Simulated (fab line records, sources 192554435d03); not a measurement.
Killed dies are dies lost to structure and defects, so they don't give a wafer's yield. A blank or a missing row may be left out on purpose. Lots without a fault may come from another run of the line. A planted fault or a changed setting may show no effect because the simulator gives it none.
Chamber matching | flow n5_finfet | N5_BEOL_M5_DESCUM_33 on rie_diel-06: 4 sister chambers
The step chemistry O2, time 7 s. 8 wafers are shown with their chamber, then 9 later ones without.

WAFERS WITH THEIR CHAMBER
wafer  | chamber | drypump_motor_current_A (A) | showerhead_plenum_p_Torr (Torr)
L079.4 | 3       | 4.8                         | 2.16
L080.4 | 1       | 5.8                         | 2.07
L081.1 | 2       | 4.6                         | 2.21
L081.4 | 2       | 4.7                         | 2.21
L081.6 | 0       | 4.8                         | 1.98
L088.1 | 3       | 4.8                         | 2.15
L088.2 | 1       | 5.8                         | 2.06
L088.3 | 0       | 4.8                         | 1.98

WAFERS WITHOUT THEIR CHAMBER
wafer  | drypump_motor_current_A (A) | showerhead_plenum_p_Torr (Torr)
L090.2 | 4.7                         | 2.20
L090.3 | 5.8                         | 2.06
L090.6 | 4.8                         | 2.15
L092.2 | 5.8                         | 2.06
L092.3 | 4.8                         | 2.15
L092.4 | 4.8                         | 1.98
L097.2 | 5.8                         | 2.06
L097.4 | 4.8                         | 1.97
L097.5 | 4.7                         | 2.20

WHICH CHAMBER EACH WENT THROUGH
wafer  | from the rows above | in truth
L090.2 | 2                   | 2
L090.3 | 1                   | 1
L090.6 | 3                   | 3
L092.2 | 1                   | 1
L092.3 | 3                   | 3
L092.4 | 0                   | 0
L097.2 | 1                   | 1
L097.4 | 0                   | 0
L097.5 | 2                   | 2
Placed correctly: 9 of 9. Can't be placed from these rows: 0. Placed wrongly: 0.
How it was worked out, from the rows above alone: a wafer's distance from a chamber is the root of the sum, over the readings, of the square of ((its reading less the chamber's mean) divided by the reading's scatter). The wafer belongs to the nearest chamber; if the next one is less than 2 further off, it can't be placed. A chamber's mean is the mean of its shown wafers. The scatter: the root of (the sum of the squares of (reading less its chamber's mean) over the shown wafers, divided by (wafers less chambers)).
